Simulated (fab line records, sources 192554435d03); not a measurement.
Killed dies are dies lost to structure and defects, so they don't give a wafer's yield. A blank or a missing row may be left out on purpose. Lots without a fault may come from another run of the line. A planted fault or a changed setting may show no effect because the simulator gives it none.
Chamber matching | flow n5_finfet | N5_BEOL_M4_ALD_98 on ald_sin-02: 4 sister chambers
The step deposits SiO2, target thk 2.5 nm, pulse time 1 s, co reactant pulse time 1 s. 18 wafers are shown with their chamber, then 9 later ones without.

WAFERS WITH THEIR CHAMBER
wafer  | chamber | heater_power_w (W) | precursor_pulse_height_rel
L080.1 | 0       | 74                 | 0.986
L080.2 | 1       | 77                 | 1.008
L080.6 | 1       | 79                 | 1.002
L079.3 | 2       | 59                 | 1.024
L079.4 | 0       | 73                 | 1.031
L079.6 | 2       | 58                 | 1.018
L082.2 | 3       | 72                 | 1.033
L082.4 | 3       | 70                 | 0.996
L082.6 | 1       | 78                 | 1.000
L086.1 | 3       | 72                 | 1.004
L086.2 | 1       | 79                 | 0.979
L086.5 | 1       | 79                 | 0.996
L089.2 | 3       | 72                 | 1.034
L089.4 | 2       | 57                 | 1.020
L089.6 | 3       | 74                 | 1.000
L090.1 | 2       | 58                 | 1.000
L090.5 | 1       | 81                 | 0.990
L090.6 | 0       | 73                 | 1.002

SIGNATURES (means of the wafers above)
reading                    | chamber 0 | chamber 1 | chamber 2 | chamber 3 | scatter within a chamber
heater_power_w             | 73.33     | 78.83     | 58.00     | 72.00     | 1.18
precursor_pulse_height_rel | 1.00633   | 0.99583   | 1.01550   | 1.01340   | 0.0153
Rule: a wafer's distance from a chamber is the root of the sum, over the readings, of the square of ((its reading less the chamber's mean) divided by the reading's scatter). The wafer belongs to the nearest chamber; if the next one is less than 2 further off, it can't be placed. The scatter: the root of (the sum of the squares of (reading less its chamber's mean) over the shown wafers, divided by (wafers less chambers)).

WAFERS WITHOUT THEIR CHAMBER
wafer  | heater_power_w (W) | precursor_pulse_height_rel
L092.2 | 75                 | 1.030
L092.5 | 74                 | 0.984
L092.6 | 78                 | 0.996
L093.3 | 75                 | 1.033
L093.4 | 70                 | 0.980
L093.5 | 80                 | 1.017
L094.4 | 57                 | 0.990
L094.5 | 70                 | 1.018
L094.6 | 75                 | 1.002

WHICH CHAMBER EACH WENT THROUGH
wafer  | from the rows above          | in truth
L092.2 | can't be placed: 0 or 3 or 1 | 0
L092.5 | can't be placed: 0 or 3      | 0
L092.6 | 1                            | 1
L093.3 | can't be placed: 0 or 3 or 1 | 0
L093.4 | can't be placed: 3 or 0      | 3
L093.5 | 1                            | 1
L094.4 | 2                            | 2
L094.5 | can't be placed: 3 or 0      | 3
L094.6 | can't be placed: 0 or 3 or 1 | 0
Placed correctly: 3 of 9. Can't be placed from these rows: 6 (the true chamber is among the candidates in 6). Placed wrongly: 0.
